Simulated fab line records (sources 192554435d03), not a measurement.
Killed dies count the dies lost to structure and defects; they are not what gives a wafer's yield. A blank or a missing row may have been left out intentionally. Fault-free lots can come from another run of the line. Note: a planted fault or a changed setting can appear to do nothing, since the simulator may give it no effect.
Chamber matching | flow n5-finfet | N5_BEOL_M5_CURE_80 on uv-cure-01: 3 sister chambers
The step cures SiCOH lowk, time 120 s. 6 wafers are shown with their chamber, then 12 later ones without.

EACH WAFER AND ITS CHAMBER
wafer  | chamber | lamp-power-pct (%) | wafer_temp_C_max
L082.5 | 1       | 52.39              | 370.9
L082.6 | 1       | 52.32              | 371.2
L085.3 | 0       | 52.22              | 371.2
L085.4 | 0       | 52.33              | 371.4
L090.3 | 2       | 52.31              | 371.2
L090.4 | 2       | 52.34              | 371.2

WAFERS MISSING THEIR CHAMBER
wafer  | lamp-power-pct (%) | wafer_temp_C_max
L093.1 | 52.27              | 371.5
L093.2 | 52.32              | 371.4
L093.5 | 52.31              | 371.6
L097.2 | 52.36              | 371.0
L097.3 | 52.28              | 371.2
L097.5 | 52.34              | 371.2
L095.1 | 52.33              | 371.2
L095.3 | 52.39              | 371.3
L095.5 | 52.20              | 371.6
L096.1 | 52.31              | 371.0
L096.3 | 52.24              | 371.0
L096.5 | 52.38              | 371.2

WHICH CHAMBER EACH ONE RAN IN
wafer  | from the rows above          | in truth
L093.1 | can't be placed: 0 or 2      | 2
L093.2 | can't be placed: 0 or 2 or 1 | 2
L093.5 | can't be placed: 0 or 2 or 1 | 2
L097.2 | can't be placed: 1 or 2      | 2
L097.3 | can't be placed: 0 or 2 or 1 | 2
L097.5 | can't be placed: 2 or 1 or 0 | 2
L095.1 | can't be placed: 2 or 1 or 0 | 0
L095.3 | can't be placed: 2 or 1 or 0 | 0
L095.5 | can't be placed: 0 or 2      | 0
L096.1 | can't be placed: 1 or 2 or 0 | 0
L096.3 | can't be placed: 2 or 1 or 0 | 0
L096.5 | can't be placed: 2 or 1 or 0 | 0
Correct placement for 0 of the 12. Not placeable from these rows: 12 (in 12, the candidates include the true chamber). Placed wrongly: 0.
How it was worked out, from the rows above alone: a wafer's distance from a chamber is the root of the sum, over the readings, of the square of ((its reading less the chamber's mean) divided by the reading's scatter). The wafer belongs to the nearest chamber; if the next one is less than 2 further off, it can't be placed. Each chamber's mean is taken over the wafers shown for it. The scatter: take each reading less its chamber's mean, square it, sum over the shown wafers, divide by the number of wafers less the number of chambers, and take the root.
